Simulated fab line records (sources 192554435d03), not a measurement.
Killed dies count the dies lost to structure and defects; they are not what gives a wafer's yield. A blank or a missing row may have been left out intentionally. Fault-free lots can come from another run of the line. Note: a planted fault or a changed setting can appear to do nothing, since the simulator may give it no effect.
Which tool was responsible? -- flow n5-finfet -- 11 lots with 33 wafers sampled at 6 steps, on a route of 1938 steps

== WHAT THE GAUGES READ, wafer by wafer ==
N5_BEOL_M7_OCD_MEAS_38.
lot,measured,on,trench-depth-nm (nm)
L914,day 9 05:04,ocd-01,92.0 92.6 92.7
L918,day 10 04:35,ocd-01,93.2 94.2 93.2
L920,day 10 21:55,ocd-01,92.7 94.6 93.4
L921,day 11 01:59,ocd-01,91.8 94.6 95.1
L922,day 11 02:08,ocd-02,91.4 91.7 92.3
L923,day 12 01:27,ocd-02,91.0 94.5 95.3
L930,day 13 18:50,ocd-01,92.0 95.9 93.5
L932,day 14 21:38,ocd-01,90.7 92.9 94.5
L935,day 14 23:20,ocd-02,93.8 94.4 90.2
L933,day 15 00:43,ocd-01,96.3 94.3 92.7
L934,day 15 04:02,ocd-02,94.1 93.9 93.1

N5_BEOL_M7_INSPECT_58: inspects for defects (darkfield).
lot,measured,on,raw-defect-count
L914,day 9 07:43,defect-inspect-01,43 79 73
L918,day 10 07:57,defect-inspect-01,46 52 70
L920,day 11 02:44,defect-inspect-02,88 90 69
L921,day 11 07:41,defect-inspect-01,70 102 75
L922,day 11 07:55,defect-inspect-02,503 521 485
L923,day 12 05:08,defect-inspect-02,505 494 495
L930,day 13 21:21,defect-inspect-02,49 52 36
L932,day 15 00:40,defect-inspect-01,70 53 54
L935,day 15 02:05,defect-inspect-02,64 55 62
L933,day 15 03:34,defect-inspect-01,89 93 76
L934,day 15 06:50,defect-inspect-02,69 62 80

N5_BEOL_M8_INSPECT_13: inspects for defects (brightfield).
lot,measured,on,raw-defect-count
L914,day 9 09:41,defect-inspect-01,366 445 412
L918,day 10 12:50,defect-inspect-02,285 325 270
L920,day 11 07:25,defect-inspect-02,434 379 355
L921,day 11 10:23,defect-inspect-01,419 406 460
L922,day 11 12:25,defect-inspect-01,860 822 824
L923,day 12 08:07,defect-inspect-02,867 997 870
L930,day 14 01:12,defect-inspect-02,339 383 341
L932,day 15 01:53,defect-inspect-01,400 449 345
L935,day 15 04:35,defect-inspect-01,430 420 516
L933,day 15 05:17,defect-inspect-01,534 477 396
L934,day 15 09:16,defect-inspect-01,330 380 326

== EACH LOT AND THE TOOL THAT RAN IT (in order: tool; ch and the chambers of the sampled wafers; start) ==
lot,N5_BEOL_M7_PRE_CLEAN_55,N5_BEOL_M8_ILD_DEP_00,N5_BEOL_M8_CURE_74
L914,"pecvd-04 ch 0,1,2, day 9 07:36","pecvd-01 ch 0,1,2, day 9 07:46","uv-cure-01 ch 0, day 9 07:50"
L918,"pecvd-02 ch 0,1,2, day 10 07:50","pecvd-03 ch 0,1, day 10 08:00","uv-cure-02 ch 1, day 10 08:19"
L920,"pecvd-04 ch 0,2, day 11 02:37","pecvd-04 ch 0,2, day 11 02:46","uv-cure-01 ch 1, day 11 02:50"
L921,"pecvd-04 ch 0,1,2, day 11 07:34","pecvd-03 ch 1,2, day 11 07:43","uv-cure-03 ch 0, day 11 07:52"
L922,"pecvd-04 ch 0,1, day 11 07:48","pecvd-03 ch 1,2, day 11 07:57","uv-cure-01 ch 1, day 11 08:01"
L923,"pecvd-04 ch 0,1,2, day 12 04:44","pecvd-01 ch 0,2, day 12 05:10","uv-cure-03 ch 0, day 12 05:14"
L930,"pecvd-01 ch 1,2, day 13 21:14","pecvd-04 ch 0,1, day 13 21:23","uv-cure-02 ch 2, day 13 21:33"
L932,"pecvd-01 ch 1,2, day 15 00:31","pecvd-01 ch 1,2, day 15 00:43","uv-cure-01 ch 0, day 15 00:48"
L935,"pecvd-02 ch 0,1,2, day 15 01:58","pecvd-03 ch 0,1,2, day 15 02:07","uv-cure-03 ch 1, day 15 02:11"
L933,"pecvd-01 ch 0,1, day 15 03:27","pecvd-03 ch 0,1, day 15 03:37","uv-cure-01 ch 1, day 15 03:50"
L934,"pecvd-02 ch 0,2, day 15 06:43","pecvd-01 ch 0,1,2, day 15 06:52","uv-cure-02 ch 0, day 15 06:56"
- N5_BEOL_M7_PRE_CLEAN_55: time 15 s.
- N5_BEOL_M8_ILD_DEP_00: deposits SiCOH lowk from DEMS/porogen, target thk 179.75 nm, time 33.4 s.
- N5_BEOL_M8_CURE_74: cures SiCOH lowk, time 240 s.

== WHAT THE TOOLS THEMSELVES READ (means of the sampled wafers that have a number; where no wafer has one, the mark that the record gives instead) ==
N5_BEOL_M8_ILD_DEP_00.
lot,tool,chamber-pressure-Torr (Torr),heater-power-w (W),showerhead-plenum-p-Torr (Torr),throttle-valve-pct (%)
L914,pecvd-01,4.997,310,5.738,13.9
L918,pecvd-03,5.007,388,5.734,14.2
L920,pecvd-04,5.005,184,5.734,13.3
L921,pecvd-03,4.987,381,5.730,13.7
L922,pecvd-03,5.001,375,5.739,12.9
L923,pecvd-01,4.992,265,5.743,13.7
L930,pecvd-04,4.989,279,5.749,13.5
L932,pecvd-01,5.009,351,5.743,14.0
L935,pecvd-03,5.007,345,5.742,13.4
L933,pecvd-03,5.009,368,5.744,14.3
L934,pecvd-01,4.998,301,5.744,14.0

N5_BEOL_M8_CURE_74.
lot,tool,lamp-power-pct (%),wafer_temp_C_max
L914,uv-cure-01,52.23,387.5
L918,uv-cure-02,52.29,386.8
L920,uv-cure-01,52.34,386.2
L921,uv-cure-03,52.31,386.4
L922,uv-cure-01,52.36,386.2
L923,uv-cure-03,52.37,386.7
L930,uv-cure-02,52.29,386.9
L932,uv-cure-01,52.30,387.4
L935,uv-cure-03,52.24,386.4
L933,uv-cure-01,52.29,386.2
L934,uv-cure-02,52.29,387.5

== THE ANSWER, worked out from the rows above alone ==
Rule: what is usual is taken from the lots themselves. Put in order of their means at a reading, lots are off if they are a third of the lots or fewer, leave a main group of 4 or more, and stand apart from it by a gap of 3 or more times the standard deviation of the main group's means; of several such gaps the widest counts. The tables above print the reading to a certain number of digits; a main group whose means all agree to those digits is not used. Also off: a lot with no number at a reading for which 4 or more lots have one. The other lots that the step has rows for count as sound. The gauges are gone through in route order, then the tools' own readings, and for those a lot's mean is taken as printed above. The first step at which some lot is off is used, and at that step the reading that is off furthest; a lot without a number counts as furthest.
Off: L922, L923, at N5_BEOL_M7_INSPECT_58 (raw-defect-count). The main group has a mean of 67 with a standard deviation of 13.
A tool fits if, at a process step before that reading, it ran every lot that is off, and no sound lot after the first of them. Those tools and the gauges at N5_BEOL_M7_INSPECT_58 are tried in the same way. One fits: pecvd-04 at N5_BEOL_M7_PRE_CLEAN_55. A fault onset in the window from L921 (day 11 07:34, its last sound lot) to L922 (day 11 07:48, its first lot off) fits.

== WHAT THE SIMULATOR HAD INSERTED ==
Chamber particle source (pecvd-04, N5_BEOL_M7_PRE_CLEAN_55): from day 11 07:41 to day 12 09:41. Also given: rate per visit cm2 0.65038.
Shown lots that were struck: L922, L923. The rule given above showed the same thing.
